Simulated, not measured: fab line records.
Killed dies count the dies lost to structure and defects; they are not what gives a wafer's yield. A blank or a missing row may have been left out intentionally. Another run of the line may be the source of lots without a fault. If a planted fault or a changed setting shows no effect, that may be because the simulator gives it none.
fab line records	flow n5_finfet
record: lots: 24	wafers: 72	last_day: 17
route steps=1938 shown BEOL_M4@1097 BEOL_M5@1149
lots that met no fault: taken from a fault-free run of the same line
start_h: the number of hours between the record's first day and the start of the first shown wafer of the lot	wait_h: hours elapsed since this lot's preceding step	" as in the row above	L1.1+2: several wafers, shown together as one row	- value missing, or start not given	* or withheld: withheld	< > ~ a bound
route shown NAME@n: a module of which the file shows steps, and the number in the route of the first	usual: mean and standard deviation over wafers with no fault	same: alike in all rows	chamber/n: place in a boat	sites: per-site readings	_std_site: the values' standard deviation	_edge_site: outer sites' mean less inner sites'	radius_mm: how far each site lies from the wafer's centre	mask NAME#n: copy n	behind: tool/chamber where the wafer was last shaped	hold: why the lot went on hold/how many hours it stayed there/how the hold came to an end	device: the n, p or np transistor that did not switch	end of line: at the end of the route, the tests of the same wafers	a step without rows: its recipe alone	killed: the dies lost at the first sort to structure and to defects; this is not the yield of the wafer	map: a wafer's dies, marking killed ones x, the rest . and places with no die _
set.NAME: the setting as run; set.NAME@STEP: as run at that earlier step	model.NAME: the simulator's own value behind a step, which no gauge read
steps of the route over a sample of lots; a table a step, a row a wafer
services: a tool's chamber out of use, with start hour (start_h, from the record's first day; less than 0 if before it), hours out, and reason
== steps ==
step: N5_BEOL_M4_ANNEAL_93
recipe: temp_c: 400	time_s: 240	ambient: vacuum
usual: heater_power_w: 855/100
lot.wafer	tool	chamber	start_h	wait_h	heater_power_w
L075.3	pvd_sputter-02	-	182.06	0.0	756
L075.4	"	-	"	"	822
L075.5	"	-	"	"	753
L074.3	pvd_sputter-01	-	183.58	0.0	885
L074.5	"	-	"	"	875
L074.6	"	-	"	"	744
L076.2	pvd_sputter-02	-	185.18	0.0	958
L076.4	"	-	"	"	948
L076.5	"	-	"	"	848
L077.1	pvd_sputter-03	-	187.67	0.0	1035
L077.3	"	-	"	"	862
L077.5	"	-	"	"	884
L078.4	pvd_sputter-03	-	189.72	0.0	733
L078.5	"	-	"	"	717
L078.6	"	-	"	"	873
L079.2	pvd_sputter-02	-	189.87	0.0	959
L079.3	"	-	"	"	948
L079.6	"	-	"	"	943
L080.2	pvd_sputter-01	-	208.35	0.0	885
L080.3	"	-	"	"	715
L080.5	"	-	"	"	880
L081.1	pvd_sputter-02	-	211.15	0.0	737
L081.3	"	-	"	"	945
L081.6	"	-	"	"	843
L082.1	pvd_sputter-02	-	225.39	0.0	967
L082.4	"	-	"	"	753
L082.6	"	-	"	"	734
L083.1	pvd_sputter-03	-	230.11	0.0	874
L083.3	"	-	"	"	1048
L083.4	"	-	"	"	918
L084.2	pvd_sputter-03	-	236.64	0.0	1068
L084.5	"	-	"	"	734
L084.6	"	-	"	"	1029
L085.3	pvd_sputter-03	-	238.56	0.0	725
L085.4	"	-	"	"	1018
L085.6	"	-	"	"	871
L087.2	pvd_sputter-03	-	246.10	0.0	857
L087.3	"	-	"	"	1054
L087.6	"	-	"	"	733
L088.4	pvd_sputter-01	-	251.46	0.0	867
L088.5	"	-	"	"	728
L088.6	"	-	"	"	885
L089.1	pvd_sputter-03	-	254.23	0.0	902
L089.3	"	-	"	"	1063
L089.4	"	-	"	"	708
L086.2	pvd_sputter-02	-	254.67	0.0	820
L086.4	"	-	"	"	981
L086.5	"	-	"	"	956
L090.1	pvd_sputter-01	-	261.29	0.0	757
L090.2	"	-	"	"	882
L090.6	"	-	"	"	868
L092.2	pvd_sputter-02	-	272.84	0.0	961
L092.3	"	-	"	"	746
L092.6	"	-	"	"	761
L091.1	pvd_sputter-01	-	278.51	0.0	747
L091.2	"	-	"	"	736
L091.3	"	-	"	"	882
L093.1	pvd_sputter-03	-	283.50	0.0	920
L093.2	"	-	"	"	1036
L093.6	"	-	"	"	878
L094.1	pvd_sputter-03	-	292.19	0.0	934
L094.2	"	-	"	"	870
L094.6	"	-	"	"	738
L095.2	pvd_sputter-01	-	292.60	0.0	845
L095.3	"	-	"	"	733
L095.5	"	-	"	"	735
L096.2	pvd_sputter-02	-	301.17	0.0	845
L096.5	"	-	"	"	857
L096.6	"	-	"	"	743
L097.4	pvd_sputter-03	-	305.69	0.0	742
L097.5	"	-	"	"	721
L097.6	"	-	"	"	896
step: N5_BEOL_M5_OVL_MEAS_29
recipe: points_per_wafer: 522
usual: V4_OVL: 0.2/0.67
lot.wafer	tool	chamber	start_h	wait_h	V4_OVL[nm]
L075.3	overlay-01	0	187.56	0.0	0.0
L075.4	"	0	"	"	1.2
L075.5	"	0	"	"	-0.2
L074.3	overlay-02	0	189.61	0.0	0.8
L074.5	"	0	"	"	0.4
L074.6	"	0	"	"	-0.2
L076.2	overlay-01	0	190.01	0.0	0.2
L076.4	"	0	"	"	0.5
L076.5	"	0	"	"	0.5
L077.1	overlay-02	0	196.14	0.0	-0.7
L077.3	"	0	"	"	-0.5
L077.5	"	0	"	"	-0.7
L078.4	overlay-02	0	196.38	0.0	0.0
L078.5	"	0	"	"	-1.3
L078.6	"	0	"	"	-0.4
L079.2	overlay-02	0	200.39	0.0	0.8
L079.3	"	0	"	"	2.1
L079.6	"	0	"	"	0.2
L080.2	overlay-02	0	213.32	0.0	0.0
L080.3	"	0	"	"	0.4
L080.5	"	0	"	"	0.7
L081.1	overlay-01	0	218.90	0.0	-0.5
L081.3	"	0	"	"	-0.3
L081.6	"	0	"	"	0.4
L082.1	overlay-02	0	230.41	0.0	1.1
L082.4	"	0	"	"	1.3
L082.6	"	0	"	"	1.2
L083.1	overlay-02	0	237.35	0.0	-0.3
L083.3	"	0	"	"	-0.5
L083.4	"	0	"	"	1.4
L084.2	overlay-02	0	243.43	0.0	-0.1
L084.5	"	0	"	"	-1.0
L084.6	"	0	"	"	-0.2
L085.3	overlay-02	0	243.92	0.0	-0.4
L085.4	"	0	"	"	0.8
L085.6	"	0	"	"	-1.5
L087.2	overlay-01	0	254.27	0.1	0.7
L087.3	"	0	"	"	-0.9
L087.6	"	0	"	"	0.3
L088.4	overlay-01	0	258.46	0.0	-0.5
L088.5	"	0	"	"	1.0
L088.6	"	0	"	"	0.0
L089.1	overlay-01	0	261.24	0.0	0.3
L089.3	"	0	"	"	-0.1
L089.4	"	0	"	"	0.0
L086.2	overlay-02	0	261.30	0.0	-0.2
L086.4	"	0	"	"	0.8
L086.5	"	0	"	"	0.9
L090.1	overlay-01	0	271.34	0.0	0.4
L090.2	"	0	"	"	1.0
L090.6	"	0	"	"	-0.2
L092.2	overlay-02	0	282.02	0.0	0.6
L092.3	"	0	"	"	0.2
L092.6	"	0	"	"	0.5
L091.1	overlay-02	0	286.66	0.0	-0.7
L091.2	"	0	"	"	0.5
L091.3	"	0	"	"	0.0
L093.1	overlay-01	0	289.47	0.0	0.2
L093.2	"	0	"	"	-0.8
L093.6	"	0	"	"	-0.1
L094.1	overlay-02	0	297.59	0.0	-0.4
L094.2	"	0	"	"	0.3
L094.6	"	0	"	"	0.7
L095.2	overlay-01	0	299.53	0.0	0.2
L095.3	"	0	"	"	-1.1
L095.5	"	0	"	"	0.3
L096.2	overlay-01	0	306.29	0.0	0.4
L096.5	"	0	"	"	-0.3
L096.6	"	0	"	"	0.0
L097.4	overlay-02	0	312.17	0.0	0.4
L097.5	"	0	"	"	0.3
L097.6	"	0	"	"	0.6
step: N5_BEOL_M5_ETCH_75
recipe: chemistry: N2/H2	target: underlayer	target_depth_a: 65	mask_material: CAR-EUV	time_s: 5.2	ion_energy_ev: 200	pressure_mtorr: 30	source_w: 840	bias_w: 150	n2_flow_sccm: 200	h2_flow_sccm: 200	ends: cleared
usual: chamber_pressure_mTorr: 30.00/0.041	drypump_motor_current_A: 5.86/0.26	etch_rf_on_time_s: 5.17/0.098	oes_product_au: 0.67/0.076	rf_vpp_V: 524.6/2.8	showerhead_plenum_p_Torr: 2.57/0.084	throttle_valve_pct: 18.0/0.3
lot.wafer	tool	chamber	start_h	wait_h	chamber_pressure_mTorr	drypump_motor_current_A	etch_rf_on_time_s	oes_product_au	rf_hours_counter_h	rf_vpp_V	showerhead_plenum_p_Torr	throttle_valve_pct
L075.3	rie_diel-02	0	187.67	0.0	30.04	6.12	5.25	0.65	161	524.3	2.54	18.1
L075.4	"	3	"	"	30.01	5.62	5.33	0.58	241	525.2	2.60	18.1
L075.5	"	0	"	"	30.04	6.09	5.25	0.65	-	522.9	2.54	18.1
L074.3	rie_diel-04	1	189.72	0.0	29.94	6.26	5.04	0.80	22	525.7	2.70	17.9
L074.5	"	3	"	"	30.09	5.48	5.14	0.62	-	523.9	2.52	18.2
L074.6	"	0	"	"	30.03	5.80	5.20	0.65	-	526.8	2.65	18.2
L076.2	rie_diel-04	1	190.14	0.0	29.94	6.24	5.09	0.80	22	529.3	2.70	17.9
L076.4	"	3	"	"	29.97	5.50	5.16	0.62	215	522.7	2.52	18.2
L076.5	"	0	"	"	30.00	5.86	5.20	0.65	-	529.1	2.65	18.2
L077.1	rie_diel-04	2	196.26	0.0	30.01	5.81	5.04	0.77	33	522.7	2.49	17.2
L077.3	"	0	"	"	30.01	5.83	5.16	0.66	155	526.7	2.65	18.3
L077.5	"	2	"	"	30.04	5.82	5.06	0.78	-	523.5	2.49	17.2
L078.4	rie_diel-02	0	196.84	0.0	29.99	6.07	5.31	0.64	164	524.0	2.54	18.1
L078.5	"	3	"	"	30.02	5.61	5.39	0.57	-	524.1	2.60	18.1
L078.6	"	0	"	"	30.10	6.08	5.28	0.64	-	523.3	2.54	18.1
L079.2	rie_diel-06	2	200.56	0.0	29.95	5.77	5.14	0.63	186	525.3	2.64	18.1
L079.3	"	3	"	"	30.01	6.14	5.22	0.69	88	521.6	2.46	18.0
L079.6	"	1	"	"	30.03	5.96	5.27	0.59	-	530.0	2.61	17.9
L080.2	rie_diel-04	2	213.51	0.0	29.96	5.83	5.09	0.76	38	521.6	2.49	17.2
L080.3	"	0	"	"	30.05	5.84	5.16	0.65	160	526.4	2.65	18.3
L080.5	"	0	"	"	29.96	5.84	5.14	0.65	-	529.9	2.65	18.2
L081.1	rie_diel-04	0	219.03	0.0	30.01	5.83	5.03	0.65	161	527.2	2.65	18.3
L081.3	"	1	"	"	30.02	6.25	5.01	0.78	30	529.3	2.70	17.9
L081.6	"	1	"	"	29.97	6.23	4.98	0.80	-	528.1	2.70	17.9
L082.1	rie_diel-04	2	230.82	0.0	30.02	5.81	5.00	0.75	43	523.2	2.49	17.2
L082.4	"	3	"	"	30.06	5.47	5.17	0.62	226	523.1	2.51	18.2
L082.6	"	0	"	"	30.04	5.84	5.16	0.64	-	526.1	2.65	18.3
L083.1	rie_diel-06	3	237.59	0.0	30.02	6.15	5.26	0.68	100	524.0	2.45	18.0
L083.3	"	2	"	"	30.03	5.77	5.12	0.62	198	524.2	2.63	18.1
L083.4	"	0	"	"	30.01	5.83	5.17	0.58	-	525.5	2.60	18.2
L084.2	rie_diel-02	2	243.55	0.0	29.98	5.33	5.26	0.64	163	520.6	2.44	17.8
L084.5	"	0	"	"	29.98	6.10	5.30	0.63	-	524.1	2.53	18.1
L084.6	"	1	"	"	30.00	5.90	5.17	0.60	-	521.5	2.50	18.2
L085.3	rie_diel-06	2	244.03	0.0	29.93	5.80	5.12	0.62	202	524.4	2.63	18.1
L085.4	"	1	"	"	30.06	5.95	5.02	0.85	-	525.2	2.61	17.4
L085.6	"	3	"	"	29.99	6.15	5.33	0.66	-	524.1	2.45	18.0
L087.2	rie_diel-06	3	254.70	0.0	30.00	6.16	5.39	0.67	107	522.2	2.45	18.0
L087.3	"	1	"	"	30.05	5.95	5.13	0.81	5	527.6	2.61	17.4
L087.6	"	2	"	"	30.02	5.76	5.25	0.61	-	525.4	2.63	18.1
L088.4	rie_diel-04	0	258.57	0.0	30.00	5.82	5.17	0.63	-	523.7	2.64	18.3
L088.5	"	2	"	"	30.04	5.82	5.09	0.74	-	522.5	2.48	17.2
L088.6	"	1	"	"	29.95	6.25	5.05	0.77	-	528.8	2.69	18.0
L089.1	rie_diel-06	1	261.37	0.0	29.93	5.96	5.00	0.81	7	528.7	2.60	17.5
L089.3	"	3	"	"	29.98	6.14	5.36	0.66	109	520.7	2.45	18.0
L089.4	"	2	"	"	30.01	5.78	5.12	0.61	207	525.4	2.63	18.1
L086.2	rie_diel-04	3	261.42	0.0	30.06	5.47	5.12	0.61	234	524.1	2.51	18.2
L086.4	"	0	"	"	30.06	5.84	5.12	0.65	175	526.5	2.64	18.3
L086.5	"	3	"	"	29.95	5.46	5.14	0.61	-	523.5	2.51	18.2
L090.1	rie_diel-06	3	272.61	0.0	30.02	6.17	5.32	0.66	111	519.2	2.45	18.0
L090.2	"	1	"	"	29.94	5.97	5.04	0.82	10	523.1	2.60	17.4
L090.6	"	3	"	"	29.97	6.16	5.28	0.66	-	519.5	2.45	18.0
L092.2	rie_diel-06	2	283.73	0.0	29.99	5.77	5.14	0.60	216	526.6	2.63	18.1
L092.3	"	0	"	"	29.95	5.85	5.21	0.79	11	526.6	2.60	17.7
L092.6	"	2	"	"	30.03	5.78	5.17	0.60	-	528.2	2.63	18.1
L091.1	rie_diel-02	1	287.16	0.0	30.01	5.92	5.15	0.59	246	521.4	2.49	18.2
L091.2	"	2	"	"	29.93	5.32	5.19	0.64	179	521.5	2.44	17.8
L091.3	"	0	"	"	29.98	6.10	5.30	0.61	194	521.3	2.52	18.1
L093.1	rie_diel-02	0	290.28	0.0	30.01	6.08	5.26	0.63	197	522.3	2.52	18.1
L093.2	"	1	"	"	30.01	5.90	5.14	0.59	248	521.2	2.49	18.2
L093.6	"	1	"	"	29.97	5.91	5.16	0.59	-	522.9	2.49	18.2
L094.1	rie_diel-02	1	297.73	0.0	29.98	5.89	5.19	0.58	252	523.6	2.49	18.2
L094.2	"	2	"	"	30.02	5.34	5.21	0.62	185	520.5	2.43	17.8
L094.6	"	2	"	"	29.94	5.33	5.22	0.63	-	519.9	2.43	17.8
L095.2	rie_diel-04	0	299.69	0.0	30.08	5.82	5.22	0.63	178	526.9	2.64	18.3
L095.3	"	2	"	"	29.91	5.82	5.13	0.73	55	520.5	2.48	17.2
L095.5	"	0	"	"	29.93	5.82	5.18	0.63	-	528.1	2.64	18.3
L096.2	rie_diel-04	1	306.49	0.0	30.04	6.24	5.08	0.77	49	529.6	2.69	18.0
L096.5	"	1	"	"	30.10	6.22	5.07	0.76	-	530.7	2.69	18.0
L096.6	"	3	"	"	29.98	5.44	5.25	0.60	-	523.4	2.51	18.3
L097.4	rie_diel-06	3	312.28	0.0	30.04	6.14	5.35	0.65	128	522.0	2.44	18.0
L097.5	"	3	"	"	29.94	6.15	5.32	0.63	-	521.7	2.44	18.0
L097.6	"	2	"	"	30.01	5.76	5.16	0.60	-	526.1	2.62	18.1
step: N5_BEOL_M5_OCD_MEAS_38
usual: trench_depth_nm: 71.8/1.4
lot.wafer	tool	chamber	start_h	wait_h	trench_depth_nm
L075.3	ocd-02	-	188.06	-	70.1
L075.4	"	-	"	"	69.6
L075.5	"	-	"	"	70.9
L074.3	ocd-01	-	190.11	-	73.7
L074.5	"	-	"	"	73.7
L074.6	"	-	"	"	72.3
L076.2	ocd-02	-	190.52	-	74.1
L076.4	"	-	"	"	72.1
L076.5	"	-	"	"	72.1
L077.1	ocd-02	-	196.65	-	72.4
L077.3	"	-	"	"	70.5
L077.5	"	-	"	"	72.7
L078.4	ocd-01	-	197.23	-	70.6
L078.5	"	-	"	"	69.0
L078.6	"	-	"	"	70.2
L079.2	ocd-02	-	200.94	-	72.0
L079.3	"	-	"	"	70.1
L079.6	"	-	"	"	70.2
L080.2	ocd-02	-	213.90	-	72.6
L080.3	"	-	"	"	71.7
L080.5	"	-	"	"	72.2
L081.1	ocd-01	-	219.41	-	73.0
L081.3	"	-	"	"	74.4
L081.6	"	-	"	"	75.4
L082.1	ocd-01	-	231.21	-	74.4
L082.4	"	-	"	"	72.3
L082.6	"	-	"	"	71.9
L083.1	ocd-02	-	237.97	-	70.3
L083.3	"	-	"	"	70.6
L083.4	"	-	"	"	69.4
L084.2	ocd-02	-	243.94	-	71.4
L084.5	"	-	"	"	70.0
L084.6	"	-	"	"	71.3
L085.3	ocd-02	-	244.42	-	72.6
L085.4	"	-	"	"	74.9
L085.6	"	-	"	"	71.3
L087.2	ocd-01	-	255.09	-	70.8
L087.3	"	-	"	"	74.2
L087.6	"	-	"	"	72.5
L088.4	ocd-02	-	258.95	-	71.2
L088.5	"	-	"	"	72.6
L088.6	"	-	"	"	73.5
L089.1	ocd-02	-	261.76	-	74.5
L089.3	"	-	"	"	71.7
L089.4	"	-	"	"	71.8
L086.2	ocd-01	-	261.81	-	70.7
L086.4	"	-	"	"	71.1
L086.5	"	-	"	"	71.0
L090.1	ocd-01	-	272.99	-	71.2
L090.2	"	-	"	"	74.1
L090.6	"	-	"	"	71.7
L092.2	ocd-02	-	284.12	-	70.7
L092.3	"	-	"	"	72.2
L092.6	"	-	"	"	71.6
L091.1	ocd-01	-	287.55	-	70.2
L091.2	"	-	"	"	70.4
L091.3	"	-	"	"	69.4
L093.1	ocd-02	-	290.66	-	69.6
L093.2	"	-	"	"	71.0
L093.6	"	-	"	"	71.1
L094.1	ocd-02	-	298.11	-	71.5
L094.2	"	-	"	"	72.2
L094.6	"	-	"	"	71.8
L095.2	ocd-01	-	300.07	-	71.1
L095.3	"	-	"	"	73.5
L095.5	"	-	"	"	71.7
L096.2	ocd-01	-	306.88	-	73.3
L096.5	"	-	"	"	72.7
L096.6	"	-	"	"	71.2
L097.4	ocd-01	-	312.67	-	69.9
L097.5	"	-	"	"	69.6
L097.6	"	-	"	"	70.3
step: N5_BEOL_M5_CD_MEAS_35
recipe: target_cd_nm: 28	target_cd_y_nm: 24	polarity: opening
usual: cd_nm: 28.13/0.29
lot.wafer	tool	chamber	start_h	wait_h	cd_nm
L075.3	cd_sem-03	-	188.21	0.0	28.00
L075.4	"	-	"	"	27.92
L075.5	"	-	"	"	28.70
L074.3	cd_sem-02	-	190.26	0.0	27.56
L074.5	"	-	"	"	27.92
L074.6	"	-	"	"	28.05
L076.2	cd_sem-01	-	190.68	0.0	27.91
L076.4	"	-	"	"	28.36
L076.5	"	-	"	"	28.28
L077.1	cd_sem-03	-	196.81	0.0	27.75
L077.3	"	-	"	"	27.96
L077.5	"	-	"	"	28.68
L078.4	cd_sem-03	-	197.39	0.0	27.89
L078.5	"	-	"	"	28.31
L078.6	"	-	"	"	28.37
L079.2	cd_sem-03	-	201.10	0.0	27.98
L079.3	"	-	"	"	28.07
L079.6	"	-	"	"	28.13
L080.2	cd_sem-01	-	214.05	0.0	27.89
L080.3	"	-	"	"	28.25
L080.5	"	-	"	"	28.46
L081.1	cd_sem-03	-	219.57	0.0	28.54
L081.3	"	-	"	"	28.59
L081.6	"	-	"	"	28.65
L082.1	cd_sem-02	-	231.36	0.0	27.89
L082.4	"	-	"	"	28.04
L082.6	"	-	"	"	28.03
L083.1	cd_sem-01	-	238.13	0.0	27.97
L083.3	"	-	"	"	27.97
L083.4	"	-	"	"	28.26
L084.2	cd_sem-01	-	244.09	0.0	27.88
L084.5	"	-	"	"	27.86
L084.6	"	-	"	"	28.04
L085.3	cd_sem-03	-	244.57	0.0	28.27
L085.4	"	-	"	"	29.02
L085.6	"	-	"	"	28.13
L087.2	cd_sem-01	-	255.24	0.0	28.27
L087.3	"	-	"	"	27.84
L087.6	"	-	"	"	27.91
L088.4	cd_sem-02	-	259.11	0.0	27.75
L088.5	"	-	"	"	27.78
L088.6	"	-	"	"	27.76
L089.1	cd_sem-03	-	261.91	0.0	28.73
L089.3	"	-	"	"	28.37
L089.4	"	-	"	"	27.96
L086.2	cd_sem-02	-	261.96	0.0	28.35
L086.4	"	-	"	"	28.60
L086.5	"	-	"	"	28.40
L090.1	cd_sem-01	-	273.15	0.0	28.32
L090.2	"	-	"	"	28.28
L090.6	"	-	"	"	28.16
L092.2	cd_sem-03	-	284.27	0.0	28.15
L092.3	"	-	"	"	28.88
L092.6	"	-	"	"	28.21
L091.1	cd_sem-01	-	287.71	0.0	27.94
L091.2	"	-	"	"	27.84
L091.3	"	-	"	"	27.97
L093.1	cd_sem-03	-	290.81	0.0	28.11
L093.2	"	-	"	"	28.19
L093.6	"	-	"	"	28.32
L094.1	cd_sem-01	-	298.27	0.0	28.02
L094.2	"	-	"	"	28.00
L094.6	"	-	"	"	27.59
L095.2	cd_sem-03	-	300.22	0.0	27.64
L095.3	"	-	"	"	28.33
L095.5	"	-	"	"	28.04
L096.2	cd_sem-02	-	307.04	0.0	28.07
L096.5	"	-	"	"	27.99
L096.6	"	-	"	"	27.91
L097.4	cd_sem-02	-	312.82	0.0	28.47
L097.5	"	-	"	"	28.50
L097.6	"	-	"	"	28.23
step: N5_BEOL_M5_PRE_CLEAN_45
recipe: gas: H2/He	time_s: 30	temp_c: 250
usual: heater_power_w: 343/39
lot.wafer	tool	chamber	start_h	wait_h	heater_power_w
L075.3	pvd_sputter-01	-	189.18	0.0	292
L075.4	"	-	"	"	298
L075.5	"	-	"	"	346
L074.3	pvd_sputter-02	-	190.67	0.0	330
L074.5	"	-	"	"	302
L074.6	"	-	"	"	392
L076.2	pvd_sputter-02	-	191.29	0.0	379
L076.4	"	-	"	"	388
L076.5	"	-	"	"	331
L077.1	pvd_sputter-01	-	197.26	0.0	296
L077.3	"	-	"	"	362
L077.5	"	-	"	"	300
L078.4	pvd_sputter-03	-	197.93	0.0	414
L078.5	"	-	"	"	410
L078.6	"	-	"	"	298
L079.2	pvd_sputter-01	-	201.99	0.0	343
L079.3	"	-	"	"	288
L079.6	"	-	"	"	347
L080.2	pvd_sputter-01	-	215.47	0.0	290
L080.3	"	-	"	"	297
L080.5	"	-	"	"	293
L081.1	pvd_sputter-01	-	220.51	0.0	353
L081.3	"	-	"	"	306
L081.6	"	-	"	"	285
L082.1	pvd_sputter-03	-	231.90	0.0	354
L082.4	"	-	"	"	409
L082.6	"	-	"	"	342
L083.1	pvd_sputter-02	-	238.69	0.0	379
L083.3	"	-	"	"	299
L083.4	"	-	"	"	386
L084.2	pvd_sputter-03	-	244.49	0.0	416
L084.5	"	-	"	"	292
L084.6	"	-	"	"	344
L085.3	pvd_sputter-02	-	246.66	0.0	388
L085.4	"	-	"	"	333
L085.6	"	-	"	"	389
L087.2	pvd_sputter-01	-	255.66	0.0	295
L087.3	"	-	"	"	351
L087.6	"	-	"	"	352
L088.4	pvd_sputter-03	-	259.79	0.0	362
L088.5	"	-	"	"	291
L088.6	"	-	"	"	413
L089.1	pvd_sputter-02	-	262.56	0.0	381
L089.3	"	-	"	"	335
L089.4	"	-	"	"	382
L086.2	pvd_sputter-02	-	262.64	0.0	384
L086.4	"	-	"	"	330
L086.5	"	-	"	"	394
L090.1	pvd_sputter-02	-	274.26	0.0	379
L090.2	"	-	"	"	337
L090.6	"	-	"	"	333
L092.2	pvd_sputter-03	-	284.68	0.0	418
L092.3	"	-	"	"	345
L092.6	"	-	"	"	403
L091.1	pvd_sputter-02	-	288.72	0.0	380
L091.2	"	-	"	"	297
L091.3	"	-	"	"	331
L093.1	pvd_sputter-03	-	292.75	0.0	386
L093.2	"	-	"	"	414
L093.6	"	-	"	"	375
L094.1	pvd_sputter-01	-	299.07	0.0	296
L094.2	"	-	"	"	288
L094.6	"	-	"	"	355
L095.2	pvd_sputter-02	-	301.73	0.0	298
L095.3	"	-	"	"	390
L095.5	"	-	"	"	297
L096.2	pvd_sputter-02	-	308.06	0.0	305
L096.5	"	-	"	"	380
L096.6	"	-	"	"	389
L097.4	pvd_sputter-01	-	313.30	0.0	353
L097.5	"	-	"	"	350
L097.6	"	-	"	"	351
== services ==
tool	chamber	start_h	hours	kind
rie_diel-04	-	173.81	2.7	repair
rie_diel-02	3	220.00	-	clean
rie_diel-02	3	220.00	-	consumable_replace:focus_ring
rie_diel-02	3	220.00	18.5	scheduled_down
rie_diel-02	3	220.00	18.5	vent_cycle
rie_diel-06	1	227.30	-	clean
rie_diel-06	1	227.30	-	consumable_replace:focus_ring
rie_diel-06	1	227.30	12.9	scheduled_down
rie_diel-06	1	227.30	12.9	vent_cycle
rie_diel-02	3	240.04	7.0	repair
rie_diel-06	0	240.32	-	clean
rie_diel-06	0	240.32	-	consumable_replace:focus_ring
rie_diel-06	0	240.32	11.9	scheduled_down
rie_diel-06	0	240.32	11.9	vent_cycle
rie_diel-04	3	256.08	4.6	repair
rie_diel-04	-	270.47	28.1	pm
rie_diel-02	3	286.50	12.4	repair
rie_diel-02	1	298.96	-	clean
rie_diel-02	1	298.96	-	consumable_replace:focus_ring
rie_diel-02	1	298.96	24.0	scheduled_down
rie_diel-02	1	298.96	24.0	vent_cycle
rie_diel-04	2	300.05	8.2	repair
== key ==
fault none
